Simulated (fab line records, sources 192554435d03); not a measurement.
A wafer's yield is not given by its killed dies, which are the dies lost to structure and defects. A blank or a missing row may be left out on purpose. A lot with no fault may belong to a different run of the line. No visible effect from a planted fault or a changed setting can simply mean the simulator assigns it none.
One fault seen from 2 desks :: flow n5 finfet :: only its own numbers are on each desk; what lay behind them is given at the end

## FOR THE TOOL OWNER'S DESK: rie diel-03
The tool's own readings at N5_BEOL_M6_ETCH_41 (etches SiCN in CH3F/O2, target depth 29.7 nm, time 52 s): means of the sampled wafers that have a number, for each lot that ran on this tool. The brackets show how far a lot's mean lies from the usual mean; more than 4 standard deviations puts the lot out of limits, marked OUT.
Columns: A = drypump motor current A at N5_BEOL_M6_ETCH_41, usual 5.5 A; B = oes product au at N5_BEOL_M6_ETCH_41, usual 0.83 a.u.; C = rf vpp V at N5_BEOL_M6_ETCH_41, usual 297.7 V; D = showerhead plenum p Torr at N5_BEOL_M6_ETCH_41, usual 2.02 Torr; E = throttle valve pct at N5_BEOL_M6_ETCH_41, usual 16.26 %
lot: L906
first seen here: day 9 18:08
A: 5.5
B: 0.76
C: 296.8
D: 1.98
E: 16.34

lot: L909
first seen here: day 10 16:41
A: 5.4
B: 0.76
C: 294.9
D: 1.92
E: 16.37

lot: L915
first seen here: day 12 06:34
A: 5.4
B: 0.97
C: 300.0
D: 2.12
E: 16.06
Result from this desk: across the 3 lots, nothing is out of limits.

## AT THE METROLOGY DESK
Lot by lot, what the gauges showed, no matter which tool ran the lot: averages of those sampled wafers that carry a number. The brackets show how far a lot's mean lies from the usual mean; more than 4 standard deviations puts the lot out of limits, marked OUT.
Columns: A = cd nm at N5_BEOL_M6_CD_MEAS_28, usual 40.02 nm
lot: L906
first seen here: day 9 17:43
A: 39.99

lot: L908
first seen here: day 10 04:24
A: 39.99

lot: L909
first seen here: day 10 16:15
A: 40.13

lot: L911
first seen here: day 10 22:54
A: 40.20

lot: L914
first seen here: day 11 15:57
A: 40.04

lot: L915
first seen here: day 12 06:08
A: 39.83

lot: L921
first seen here: day 14 05:02
A: 39.91

lot: L925
first seen here: day 14 05:07
A: 39.96

lot: L922
first seen here: day 14 10:28
A: 40.04

lot: L924
first seen here: day 14 17:01
A: 39.89

lot: L928
first seen here: day 15 19:59
A: 40.17

lot: L929
first seen here: day 16 11:22
A: 40.08
Result from this desk: across the 12 lots, nothing is out of limits.

## PUT TOGETHER
Nothing out of limits was seen by the tool owner's desk.
Nothing out of limits was seen by the metrology desk.

## WHAT THE SIMULATOR HAD INSERTED
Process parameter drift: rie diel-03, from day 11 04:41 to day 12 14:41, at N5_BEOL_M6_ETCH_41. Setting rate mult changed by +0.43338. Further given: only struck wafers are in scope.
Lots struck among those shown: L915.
